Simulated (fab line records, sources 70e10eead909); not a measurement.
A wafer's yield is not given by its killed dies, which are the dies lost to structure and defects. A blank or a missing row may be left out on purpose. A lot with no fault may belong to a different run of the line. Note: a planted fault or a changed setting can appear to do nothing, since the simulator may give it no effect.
Chamber matching -- flow nand-harc -- NHARC_P_M0_PRE_CLEAN_31 on pecvd-02: 3 sister chambers
The step time 12 s. 18 wafers are shown with their chamber, then 9 later ones without.

== WAFERS WITH THEIR CHAMBER ==
wafer,chamber,heater-power-w (W)
L075.1,2,806
L075.2,0,582
L075.4,0,579
L074.1,2,722
L074.5,2,733
L074.6,0,530
L076.3,1,597
L076.4,2,792
L076.5,0,638
L079.1,2,761
L079.4,1,621
L079.5,2,743
L081.3,1,665
L081.4,2,719
L081.6,1,648
L084.1,1,604
L084.2,2,783
L084.5,0,536

SIGNATURES, as means of the wafers listed above
reading,chamber 0,chamber 1,chamber 2,scatter within a chamber
heater-power-w,573.00,627.00,757.38,35.3
Rule: a wafer's distance from a chamber is the root of the sum, over the readings, of the square of ((its reading less the chamber's mean) divided by the reading's scatter). The wafer belongs to the nearest chamber; if the next one is less than 2 further off, it can't be placed. The scatter is the square root of a quotient: the sum, over the shown wafers, of each reading's squared deviation from its chamber's mean, divided by wafers minus chambers.

== WAFERS WITHOUT THEIR CHAMBER ==
wafer,heater-power-w (W)
L090.2,569
L090.3,648
L090.6,694
L095.1,798
L095.4,584
L095.6,788
L094.1,772
L094.4,593
L094.6,528

== EACH ONE'S CHAMBER ==
wafer,from the rows above,in truth
L090.2,can't be placed: 0 or 1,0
L090.3,can't be placed: 1 or 0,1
L090.6,can't be placed: 2 or 1 or 0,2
L095.1,2,2
L095.4,can't be placed: 0 or 1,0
L095.6,2,2
L094.1,2,2
L094.4,can't be placed: 0 or 1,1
L094.6,can't be placed: 0 or 1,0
3 of 9 placed correctly. Not placeable from these rows: 6 (in 6, the candidates include the true chamber). Placed wrongly: 0.
